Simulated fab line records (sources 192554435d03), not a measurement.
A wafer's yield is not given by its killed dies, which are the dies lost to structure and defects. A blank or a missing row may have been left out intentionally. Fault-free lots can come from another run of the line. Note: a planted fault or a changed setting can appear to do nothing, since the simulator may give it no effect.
Matching of chambers :: flow n5Finfet :: 4 sister chambers for N5_BEOL_M7_ETCH_72 on rieDiel-05
The step etches underlayer in N2/H2, target depth 6.5 nm, time 5.2 s. 16 wafers are shown with their chamber, then 8 later ones without.

## EACH WAFER AND ITS CHAMBER
wafer: L076.2
chamber: 3
drypumpMotorCurrentA (A): 5.8
showerheadPlenumPTorr (Torr): 2.43
throttleValvePct (%): 17.8

wafer: L076.4
chamber: 2
drypumpMotorCurrentA (A): 6.1
showerheadPlenumPTorr (Torr): 2.67
throttleValvePct (%): 18.1

wafer: L076.6
chamber: 3
drypumpMotorCurrentA (A): 5.7
showerheadPlenumPTorr (Torr): 2.43
throttleValvePct (%): 17.8

wafer: L082.3
chamber: 2
drypumpMotorCurrentA (A): 6.1
showerheadPlenumPTorr (Torr): 2.67
throttleValvePct (%): 18.1

wafer: L082.4
chamber: 0
drypumpMotorCurrentA (A): 5.0
showerheadPlenumPTorr (Torr): 2.41
throttleValvePct (%): 18.0

wafer: L082.6
chamber: 2
drypumpMotorCurrentA (A): 6.1
showerheadPlenumPTorr (Torr): 2.67
throttleValvePct (%): 18.1

wafer: L086.2
chamber: 2
drypumpMotorCurrentA (A): 6.1
showerheadPlenumPTorr (Torr): 2.67
throttleValvePct (%): 18.1

wafer: L086.3
chamber: 1
drypumpMotorCurrentA (A): 5.6
showerheadPlenumPTorr (Torr): 2.62
throttleValvePct (%): 18.2

wafer: L086.4
chamber: 3
drypumpMotorCurrentA (A): 5.7
showerheadPlenumPTorr (Torr): 2.42
throttleValvePct (%): 17.9

wafer: L083.2
chamber: 2
drypumpMotorCurrentA (A): 6.1
showerheadPlenumPTorr (Torr): 2.67
throttleValvePct (%): 18.1

wafer: L083.3
chamber: 3
drypumpMotorCurrentA (A): 5.8
showerheadPlenumPTorr (Torr): 2.42
throttleValvePct (%): 17.9

wafer: L083.6
chamber: 3
drypumpMotorCurrentA (A): 5.8
showerheadPlenumPTorr (Torr): 2.42
throttleValvePct (%): 17.9

wafer: L089.1
chamber: 3
drypumpMotorCurrentA (A): 5.7
showerheadPlenumPTorr (Torr): 2.41
throttleValvePct (%): 17.9

wafer: L089.2
chamber: 0
drypumpMotorCurrentA (A): 5.0
showerheadPlenumPTorr (Torr): 2.40
throttleValvePct (%): 18.0

wafer: L089.4
chamber: 2
drypumpMotorCurrentA (A): 6.1
showerheadPlenumPTorr (Torr): 2.66
throttleValvePct (%): 18.1

wafer: L087.1
chamber: 0
drypumpMotorCurrentA (A): 5.0
showerheadPlenumPTorr (Torr): 2.40
throttleValvePct (%): 18.0

SIGNATURES (averages over the wafers above)
reading: drypumpMotorCurrentA
chamber 0: 5.000
chamber 1: 5.600
chamber 2: 6.100
chamber 3: 5.750
scatter within a chamber: 0.0354

reading: showerheadPlenumPTorr
chamber 0: 2.4033
chamber 1: 2.6200
chamber 2: 2.6683
chamber 3: 2.4217
scatter within a chamber: 0.00601

reading: throttleValvePct
chamber 0: 18.000
chamber 1: 18.200
chamber 2: 18.100
chamber 3: 17.867
scatter within a chamber: 0.0333
Rule: for each reading, subtract the chamber's mean from the wafer's reading, divide by that reading's scatter and square the result; add these up over the readings and take the root, which gives the wafer's distance from the chamber. The wafer belongs to the nearest chamber; if the next one is less than 2 further off, it can't be placed. The scatter: the root of (the sum of the squares of (reading less its chamber's mean) over the shown wafers, divided by (wafers less chambers)).

## WAFERS WITHOUT THEIR CHAMBER
wafer: L087.2
drypumpMotorCurrentA (A): 5.7
showerheadPlenumPTorr (Torr): 2.41
throttleValvePct (%): 17.9

wafer: L087.6
drypumpMotorCurrentA (A): 5.0
showerheadPlenumPTorr (Torr): 2.40
throttleValvePct (%): 18.0

wafer: L094.2
drypumpMotorCurrentA (A): 5.0
showerheadPlenumPTorr (Torr): 2.40
throttleValvePct (%): 18.0

wafer: L094.3
drypumpMotorCurrentA (A): 5.6
showerheadPlenumPTorr (Torr): 2.62
throttleValvePct (%): 17.8

wafer: L094.4
drypumpMotorCurrentA (A): 6.1
showerheadPlenumPTorr (Torr): 2.66
throttleValvePct (%): 18.1

wafer: L097.4
drypumpMotorCurrentA (A): 6.1
showerheadPlenumPTorr (Torr): 2.66
throttleValvePct (%): 18.1

wafer: L097.5
drypumpMotorCurrentA (A): 5.7
showerheadPlenumPTorr (Torr): 2.41
throttleValvePct (%): 17.9

wafer: L097.6
drypumpMotorCurrentA (A): 5.0
showerheadPlenumPTorr (Torr): 2.39
throttleValvePct (%): 18.1

## THE CHAMBER EACH PASSED THROUGH
wafer: L087.2
from the rows above: 3
in truth: 3

wafer: L087.6
from the rows above: 0
in truth: 0

wafer: L094.2
from the rows above: 0
in truth: 0

wafer: L094.3
from the rows above: 1
in truth: 1

wafer: L094.4
from the rows above: 2
in truth: 2

wafer: L097.4
from the rows above: 2
in truth: 2

wafer: L097.5
from the rows above: 3
in truth: 3

wafer: L097.6
from the rows above: 0
in truth: 0
8 of 8 placed correctly. Number that these rows cannot place: 0. Number placed wrongly: 0.
